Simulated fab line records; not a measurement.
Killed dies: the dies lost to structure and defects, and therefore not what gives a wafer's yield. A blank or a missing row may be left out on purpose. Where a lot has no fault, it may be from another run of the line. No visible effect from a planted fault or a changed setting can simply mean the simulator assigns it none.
The tool behind it: which one? ; flow nand_harc ; 23 lots, 69 wafers sampled, at 6 steps of a route of 1302

## WHAT EACH GAUGE READ, for each wafer
NHARC_A_CONTACT_INSPECT_44. Usual: 81 for raw_defect_count, sd 27.
lot;measured;on;raw_defect_count;flag
L074;day 21 23:05;defect_inspect-02;116 106 96;
L076;day 22 15:43;defect_inspect-02;48 52 47;
L078;day 22 23:40;defect_inspect-01;55 54 54;
L077;day 23 00:32;defect_inspect-02;124 119 137;
L079;day 23 04:29;defect_inspect-02;60 85 59;
L080;day 23 20:11;defect_inspect-01;60 64 68;
L081;day 24 00:14;defect_inspect-02;60 77 75;
L082;day 24 21:23;defect_inspect-02;70 100 90;
L083;day 25 23:07;defect_inspect-02;88 89 101;
L085;day 26 00:41;defect_inspect-01;126 155 128;
L084;day 26 00:53;defect_inspect-02;57 63 57;
L086;day 27 04:02;defect_inspect-02;82 80 101;
L087;day 27 07:27;defect_inspect-02;73 82 105;
L088;day 27 08:16;defect_inspect-02;63 77 49;
L089;day 27 13:17;defect_inspect-01;105 105 94;
L090;day 27 20:34;defect_inspect-02;70 94 104;
L091;day 28 12:10;defect_inspect-01;117 103 102;
L092;day 28 13:31;defect_inspect-01;94 90 100;
L093;day 29 02:55;defect_inspect-02;68 60 51;
L096;day 29 18:42;defect_inspect-01;56 47 56;
L095;day 29 18:55;defect_inspect-02;93 97 126;
L094;day 30 09:29;defect_inspect-02;24 29 35;
L097;day 30 22:56;defect_inspect-01;78 92 87;

NHARC_A_CONTACT_INSPECT_71. Usual: 83 for raw_defect_count, sd 27.
lot;measured;on;raw_defect_count;flag
L074;day 22 09:17;defect_inspect-01;120 106 96;
L076;day 23 05:23;defect_inspect-01;49 52 45;
L078;day 23 11:07;defect_inspect-02;54 59 55;
L077;day 23 11:31;defect_inspect-02;127 119 136;
L079;day 23 16:20;defect_inspect-02;62 90 63;
L080;day 24 09:59;defect_inspect-02;66 65 64;
L081;day 24 13:14;defect_inspect-02;60 79 77;
L082;day 25 07:51;defect_inspect-02;68 104 93;
L083;day 26 09:19;defect_inspect-02;88 91 103;
L085;day 26 14:33;defect_inspect-02;125 148 128;
L084;day 26 11:17;defect_inspect-01;58 60 62;
L086;day 27 14:28;defect_inspect-01;86 86 101;
L087;day 27 18:40;defect_inspect-01;76 88 114;
L088;day 27 21:59;defect_inspect-01;63 77 54;
L089;day 28 01:15;defect_inspect-01;100 107 95;
L090;day 28 07:13;defect_inspect-02;79 92 110;
L091;day 28 22:31;defect_inspect-02;121 111 105;
L092;day 29 00:41;defect_inspect-02;98 90 103;
L093;day 29 13:35;defect_inspect-02;63 65 54;
L096;day 30 06:43;defect_inspect-02;55 51 56;
L095;day 30 06:13;defect_inspect-01;104 105 142;
L094;day 30 21:14;defect_inspect-02;28 27 36;
L097;day 31 09:31;defect_inspect-02;87 98 85;

## TOOL THAT RAN EACH LOT (tool first, then ch and the chambers of the sampled wafers, then the start)
lot;NHARC_A_CONTACT_ETCH_49;NHARC_A_CONTACT_ETCH_50;NHARC_A_CONTACT_ETCH_51;NHARC_A_CONTACT_ETCH_90
L074;rie_diel-06 ch 1,3, day 22 04:02 or earlier;rie_diel-06 ch 1,2,3, day 22 04:02 or earlier;rie_diel-06 ch 0,1,3, day 22 04:02 or earlier;rie_diel-06 ch 0,1,3, day 22 04:02
L076;rie_diel-12 ch 0,1,2, day 22 20:58 or earlier;rie_diel-12 ch 0,1,2, day 22 20:58 or earlier;rie_diel-12 ch 0,2,3, day 22 20:58 or earlier;rie_diel-06 ch 0,1,3, day 22 20:58
L078;rie_diel-06 ch 0,1,2, day 23 04:40 or earlier;rie_diel-06 ch 2,3, day 23 04:40 or earlier;rie_diel-06 ch 0,1,3, day 23 04:40 or earlier;rie_diel-06 ch 0,1,3, day 23 04:40
L077;rie_diel-12 ch 0,1, day 23 05:29 or earlier;rie_diel-12 ch 0,1, day 23 05:29 or earlier;rie_diel-12 ch 0,1,3, day 23 05:29 or earlier;rie_diel-06 ch 1,3, day 23 05:29
L079;rie_diel-12 ch 1,2,3, day 23 09:32 or earlier;rie_diel-12 ch 1,2,3, day 23 09:32 or earlier;rie_diel-12 ch 0,2, day 23 09:32 or earlier;rie_diel-12 ch 0,2,3, day 23 09:32
L080;rie_diel-03 ch 0,1,2, day 24 01:08 or earlier;rie_diel-03 ch 0,1,3, day 24 01:08 or earlier;rie_diel-03 ch 0,1,2, day 24 01:08 or earlier;rie_diel-12 ch 0,1,2, day 24 01:08
L081;rie_diel-06 ch 0,2,3, day 24 05:12 or earlier;rie_diel-06 ch 0,1,3, day 24 05:12 or earlier;rie_diel-06 ch 0,2,3, day 24 05:12 or earlier;rie_diel-12 ch 0,1,2, day 24 05:12
L082;rie_diel-12 ch 0,1,3, day 25 02:39 or earlier;rie_diel-12 ch 0,1,2, day 25 02:39 or earlier;rie_diel-12 ch 0,2,3, day 25 02:39 or earlier;rie_diel-12 ch 0,1,2, day 25 02:39
L083;rie_diel-06 ch 1,2,3, day 26 04:04 or earlier;rie_diel-06 ch 1,2,3, day 26 04:04 or earlier;rie_diel-06 ch 0,1,3, day 26 04:04 or earlier;rie_diel-12 ch 1,2,3, day 26 04:04
L085;rie_diel-12 ch 0,1,2, day 26 06:41 or earlier;rie_diel-12 ch 0,1,3, day 26 06:41 or earlier;rie_diel-12 ch 0,3, day 26 06:41 or earlier;rie_diel-12 ch 0,1,3, day 26 06:41
L084;rie_diel-06 ch 0,1,2, day 26 06:01 or earlier;rie_diel-06 ch 1,2,3, day 26 06:01 or earlier;rie_diel-06 ch 1,2,3, day 26 06:01 or earlier;rie_diel-12 ch 0,1,2, day 26 06:01
L086;rie_diel-03 ch 0,2,3, day 27 09:04 or earlier;rie_diel-03 ch 0,1,2, day 27 09:04 or earlier;rie_diel-03 ch 0,1, day 27 09:04 or earlier;rie_diel-12 ch 0,1,2, day 27 09:04
L087;rie_diel-12 ch 0,1,3, day 27 12:23 or earlier;rie_diel-12 ch 1,2,3, day 27 12:23 or earlier;rie_diel-12 ch 0,1,2, day 27 12:23 or earlier;rie_diel-12 ch 0,1,2, day 27 12:23
L088;rie_diel-03 ch 1,2, day 27 16:01 or earlier;rie_diel-03 ch 0,2,3, day 27 16:01 or earlier;rie_diel-03 ch 0,2,3, day 27 16:01 or earlier;rie_diel-12 ch 1,2,3, day 27 16:01
L089;rie_diel-12 ch 2,3, day 27 19:08 or earlier;rie_diel-12 ch 2,3, day 27 19:08 or earlier;rie_diel-12 ch 0,2,3, day 27 19:08 or earlier;rie_diel-12 ch 0,2,3, day 27 19:08
L090;rie_diel-12 ch 0,1,3, day 28 01:32 or earlier;rie_diel-12 ch 0,2,3, day 28 01:32 or earlier;rie_diel-12 ch 0,1,2, day 28 01:32 or earlier;rie_diel-12 ch 2,3, day 28 01:32
L091;rie_diel-12 ch 0,1,3, day 28 17:08 or earlier;rie_diel-12 ch 0,2,3, day 28 17:08 or earlier;rie_diel-12 ch 1,3, day 28 17:08 or earlier;rie_diel-12 ch 1,2, day 28 17:08
L092;rie_diel-12 ch 0,1,3, day 28 18:31 or earlier;rie_diel-12 ch 0,1,3, day 28 18:31 or earlier;rie_diel-12 ch 0,1,2, day 28 18:31 or earlier;rie_diel-12 ch 2,3, day 28 18:31
L093;rie_diel-06 ch 1,2, day 29 07:52 or earlier;rie_diel-06 ch 0,1,3, day 29 07:52 or earlier;rie_diel-06 ch 1,2, day 29 07:52 or earlier;rie_diel-12 ch 1,2, day 29 07:52
L096;rie_diel-12 ch 1,2,3, day 30 00:32 or earlier;rie_diel-12 ch 0,1,3, day 30 00:32 or earlier;rie_diel-12 ch 0,1,2, day 30 00:32 or earlier;rie_diel-03 ch 0,2, day 30 00:32
L095;rie_diel-03 ch 1,2, day 29 23:50 or earlier;rie_diel-03 ch 0,1,2, day 29 23:50 or earlier;rie_diel-03 ch 0,1,3, day 29 23:50 or earlier;rie_diel-12 ch 0,1,2, day 29 23:50
L094;rie_diel-12 ch 1,2, day 30 14:26 or earlier;rie_diel-12 ch 0,3, day 30 14:26 or earlier;rie_diel-12 ch 1,3, day 30 14:26 or earlier;rie_diel-12 ch 0,1,3, day 30 14:26
L097;rie_diel-06 ch 0,3, day 31 04:14 or earlier;rie_diel-06 ch 2,3, day 31 04:14 or earlier;rie_diel-06 ch 1,3, day 31 04:14 or earlier;rie_diel-12 ch 1,3, day 31 04:14
- NHARC_A_CONTACT_ETCH_49: etches the open film in N2/H2, target depth 260 nm, time 475.3 s.
- NHARC_A_CONTACT_ETCH_50: etches the open film in CF4/CHF3, target depth 121 nm, time 60.5 s.
- NHARC_A_CONTACT_ETCH_51: etches the open film in O2/COS, target depth 7000 nm, time 1820 s.
- NHARC_A_CONTACT_ETCH_90: etches the open film in CH3F/O2, target depth 40 nm, time 85.7 s.

## AS READ BY THE TOOLS THEMSELVES (means over the sampled wafers that have a number; for cases with no such wafer, the mark the record gives instead)
NHARC_A_CONTACT_ETCH_49. Usual: drypump_motor_current_A 5.6 A, standard deviation 0.39; oes_product_au 1.000 a.u., standard deviation 0.014; rf_vpp_V 430 V, standard deviation 3; showerhead_plenum_p_Torr 2.04 Torr, standard deviation 0.1; throttle_valve_pct 14.171 %, standard deviation 0.0086.
lot;tool;drypump_motor_current_A (A);oes_product_au (a.u.);rf_vpp_V (V);showerhead_plenum_p_Torr (Torr);throttle_valve_pct (%);flag
L074;rie_diel-06;5.2;1.002;432;2.12;14.162;
L076;rie_diel-12;5.5;0.999;429;1.96;14.178;
L078;rie_diel-06;5.3;0.998;433;2.11;14.180;
L077;rie_diel-12;5.6;1.005;428;1.99;14.162;
L079;rie_diel-12;5.8;1.006;430;2.01;14.165;
L080;rie_diel-03;5.9;1.004;431;2.03;14.180;
L081;rie_diel-06;5.5;0.987;435;2.18;14.177;
L082;rie_diel-12;5.6;0.988;430;2.02;14.167;
L083;rie_diel-06;5.3;1.002;432;2.11;14.186;
L085;rie_diel-12;5.5;0.994;427;1.95;14.171;
L084;rie_diel-06;5.3;0.999;432;2.10;14.169;
L086;rie_diel-03;6.0;0.990;429;1.98;14.174;
L087;rie_diel-12;5.6;0.994;431;2.02;14.170;
L088;rie_diel-03;5.8;0.999;432;2.06;14.174;
L089;rie_diel-12;5.8;1.016;428;1.97;14.164;
L090;rie_diel-12;5.6;0.993;430;2.02;14.173;
L091;rie_diel-12;5.6;0.995;430;2.02;14.174;
L092;rie_diel-12;5.6;0.999;430;2.02;14.169;
L093;rie_diel-06;5.2;1.017;430;2.02;14.171;
L096;rie_diel-12;5.9;0.999;429;2.00;14.162;
L095;rie_diel-03;5.8;0.994;431;2.06;14.169;
L094;rie_diel-12;5.8;1.006;428;1.93;14.160;
L097;rie_diel-06;5.4;0.999;433;2.16;14.174;

NHARC_A_CONTACT_ETCH_50. Usual: drypump_motor_current_A 5.6 A, standard deviation 0.4; oes_product_au 0.948 a.u., standard deviation 0.025; rf_vpp_V 370.5 V, standard deviation 2.4; showerhead_plenum_p_Torr 1.57 Torr, standard deviation 0.072; throttle_valve_pct 16.804 %, standard deviation 0.0092.
lot;tool;drypump_motor_current_A (A);oes_product_au (a.u.);rf_vpp_V (V);showerhead_plenum_p_Torr (Torr);throttle_valve_pct (%);flag
L074;rie_diel-06;5.3;0.967;372.0;1.63;16.804;
L076;rie_diel-12;5.5;0.982;368.9;1.51;16.799;
L078;rie_diel-06;5.5;0.954;373.3;1.68;16.794;
L077;rie_diel-12;5.2;0.927;369.3;1.52;16.797;
L079;rie_diel-12;5.8;0.963;369.6;1.55;16.799;
L080;rie_diel-03;5.8;0.972;369.4;1.53;16.809;
L081;rie_diel-06;5.2;0.928;372.5;1.62;16.804;
L082;rie_diel-12;5.5;0.948;367.9;1.51;16.799;
L083;rie_diel-06;5.3;0.929;371.2;1.62;16.807;
L085;rie_diel-12;5.6;0.920;370.6;1.56;16.805;
L084;rie_diel-06;5.3;0.930;372.1;1.62;16.796;
L086;rie_diel-03;5.9;0.923;369.4;1.56;16.809;
L087;rie_diel-12;5.8;0.976;370.5;1.55;16.810;
L088;rie_diel-03;6.0;0.914;369.0;1.53;16.800;
L089;rie_diel-12;5.8;0.986;369.2;1.52;16.805;
L090;rie_diel-12;5.5;0.952;369.2;1.53;16.802;
L091;rie_diel-12;5.5;0.957;369.4;1.53;16.800;
L092;rie_diel-12;5.6;0.972;370.4;1.56;16.806;
L093;rie_diel-06;5.2;0.968;371.1;1.61;16.809;
L096;rie_diel-12;5.6;0.972;370.1;1.56;16.808;
L095;rie_diel-03;5.9;0.969;369.8;1.55;16.812;
L094;rie_diel-12;5.2;0.933;369.6;1.55;16.810;
L097;rie_diel-06;5.6;0.936;373.2;1.66;16.809;

NHARC_A_CONTACT_ETCH_51. Usual: drypump_motor_current_A 5.6 A, standard deviation 0.42; oes_product_au 0.999 a.u., standard deviation 0.015; rf_vpp_V 314.0 V, standard deviation 2.2; showerhead_plenum_p_Torr 3.11 Torr, standard deviation 0.14; throttle_valve_pct 28.330 %, standard deviation 0.0089.
lot;tool;drypump_motor_current_A (A);oes_product_au (a.u.);rf_vpp_V (V);showerhead_plenum_p_Torr (Torr);throttle_valve_pct (%);flag
L074;rie_diel-06;5.2;1.000;315.4;3.23;28.332;
L076;rie_diel-12;5.5;0.994;312.8;3.05;28.329;
L078;rie_diel-06;5.2;0.997;315.9;3.22;28.328;
L077;rie_diel-12;5.6;0.991;313.5;3.10;28.326;
L079;rie_diel-12;5.4;1.008;311.9;2.95;28.336;
L080;rie_diel-03;5.9;1.005;313.3;3.10;28.330;
L081;rie_diel-06;5.5;0.980;317.1;3.32;28.328;
L082;rie_diel-12;5.5;1.006;313.2;3.05;28.335;
L083;rie_diel-06;5.2;1.000;315.5;3.21;28.329;
L085;rie_diel-12;5.6;0.993;313.5;3.15;28.323;
L084;rie_diel-06;5.3;1.005;315.9;3.22;28.335;
L086;rie_diel-03;5.8;1.001;313.6;3.09;28.333;
L087;rie_diel-12;5.5;1.010;312.6;3.00;28.327;
L088;rie_diel-03;6.0;0.993;312.2;3.03;28.335;
L089;rie_diel-12;5.5;0.996;313.3;3.04;28.332;
L090;rie_diel-12;5.5;1.008;312.0;3.00;28.323;
L091;rie_diel-12;5.9;0.995;313.6;3.12;28.332;
L092;rie_diel-12;5.5;1.001;312.2;2.99;28.330;
L093;rie_diel-06;5.1;1.011;313.1;3.10;28.331;
L096;rie_diel-12;5.5;1.004;312.8;2.99;28.324;
L095;rie_diel-03;5.9;1.004;312.4;3.03;28.326;
L094;rie_diel-12;5.9;0.994;315.2;3.16;28.334;
L097;rie_diel-06;5.1;1.018;314.0;3.09;28.326;

NHARC_A_CONTACT_ETCH_90. Usual: ch3f_flow_sccm 49.99 sccm, standard deviation 0.17; drypump_motor_current_A 5.6 A, standard deviation 0.4; oes_product_au 0.96 a.u., standard deviation 0.038; rf_vpp_V 243.9 V, standard deviation 1.7; showerhead_plenum_p_Torr 2.43 Torr, standard deviation 0.11; throttle_valve_pct 20.663 %, standard deviation 0.01.
lot;tool;ch3f_flow_sccm (sccm);drypump_motor_current_A (A);oes_product_au (a.u.);rf_vpp_V (V);showerhead_plenum_p_Torr (Torr);throttle_valve_pct (%);flag
L074;rie_diel-06;49.98;5.2;0.94;245.9;2.54;20.665;
L076;rie_diel-06;50.02;5.2;1.00;246.7;2.54;20.663;
L078;rie_diel-06;50.12;5.3;0.92;245.2;2.54;20.657;
L077;rie_diel-06;49.95;5.2;1.00;245.3;2.55;20.663;
L079;rie_diel-12;50.01;5.5;0.92;243.2;2.40;20.650;
L080;rie_diel-12;50.03;5.5;0.93;243.3;2.36;20.659;
L081;rie_diel-12;50.01;5.5;0.99;242.0;2.36;20.659;
L082;rie_diel-12;50.16;5.5;0.92;243.8;2.36;20.666;
L083;rie_diel-12;49.91;5.8;0.98;243.8;2.42;20.665;
L085;rie_diel-12;50.02;5.6;0.92;243.6;2.44;20.671;
L084;rie_diel-12;49.87;5.5;1.00;242.5;2.36;20.658;
L086;rie_diel-12;50.10;5.5;1.00;243.5;2.36;20.671;
L087;rie_diel-12;49.76;5.5;0.93;242.3;2.36;20.662;
L088;rie_diel-12;49.99;5.8;1.00;243.4;2.41;20.670;
L089;rie_diel-12;50.05;5.5;0.94;243.6;2.39;20.652;
L090;rie_diel-12;50.07;5.8;0.94;242.8;2.37;20.655;
L091;rie_diel-12;49.99;5.8;0.94;243.3;2.33;20.667;
L092;rie_diel-12;50.28;5.8;0.93;242.9;2.37;20.663;
L093;rie_diel-12;49.91;5.8;1.01;242.9;2.33;20.666;
L096;rie_diel-03;49.83;6.0;0.98;243.1;2.42;20.668;
L095;rie_diel-12;49.93;5.5;1.01;242.5;2.35;20.673;
L094;rie_diel-12;50.09;5.6;0.93;244.4;2.43;20.671;
L097;rie_diel-12;50.14;6.0;0.99;244.9;2.46;20.660;

## THE ANSWER, worked out from the rows above alone
Rule: a lot is off if the mean of its wafers that have a number lies more than 3 standard deviations from the usual mean. A lot without any number at a reading at which 4 lots or more have one is off too. The other lots that the step has rows for count as sound. After the gauges, taken in route order, come the tools' own readings; for these a lot's mean is taken, as printed above. At the first step where some lot is off, the reading lying furthest off is the one used; lots without a number count as furthest.
Nothing can be told from this: no lot is off at any reading shown.

## WHAT HAD BEEN PUT IN BY THE SIMULATOR
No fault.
